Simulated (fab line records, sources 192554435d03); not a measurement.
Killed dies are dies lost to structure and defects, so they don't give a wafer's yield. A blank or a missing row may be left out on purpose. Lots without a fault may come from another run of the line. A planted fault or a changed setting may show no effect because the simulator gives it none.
Chamber matching | flow n5_finfet | N5_PMOS_HMC_CHANNEL_EPI_DESCUM_14 on rie_diel-02: 4 sister chambers
The step chemistry O2, time 7.9 s. 4 wafers are shown with their chamber, then 7 later ones without.

WAFERS WITH THEIR CHAMBER
wafer  | chamber | drypump_motor_current_A (A)
L295.4 | 0       | 5.5
L295.6 | 1       | 5.1
L296.1 | 3       | 5.6
L296.2 | 2       | 6.4

WAFERS WITHOUT THEIR CHAMBER
wafer  | drypump_motor_current_A (A)
L296.5 | 6.3
L297.1 | 5.6
L297.2 | 6.3
L297.5 | 5.6
L298.2 | 6.3
L298.4 | 5.6
L298.5 | 5.5

WHICH CHAMBER EACH WENT THROUGH
wafer  | from the rows above     | in truth
L296.5 | 2                       | 2
L297.1 | can't be placed: 3 or 0 | 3
L297.2 | 2                       | 2
L297.5 | can't be placed: 3 or 0 | 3
L298.2 | 2                       | 2
L298.4 | can't be placed: 3 or 0 | 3
L298.5 | can't be placed: 0 or 3 | 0
Placed correctly: 3 of 7. Can't be placed from these rows: 4 (the true chamber is among the candidates in 4). Placed wrongly: 0.
How it was worked out, from the rows above alone: a wafer's distance from a chamber is the root of the sum, over the readings, of the square of ((its reading less the chamber's mean) divided by the reading's scatter). The wafer belongs to the nearest chamber; if the next one is less than 2 further off, it can't be placed. A chamber's mean is the mean of its shown wafers. The scatter: with one shown wafer a chamber, the root of the mean of the squares of how far each hidden wafer lies from its nearest shown one.
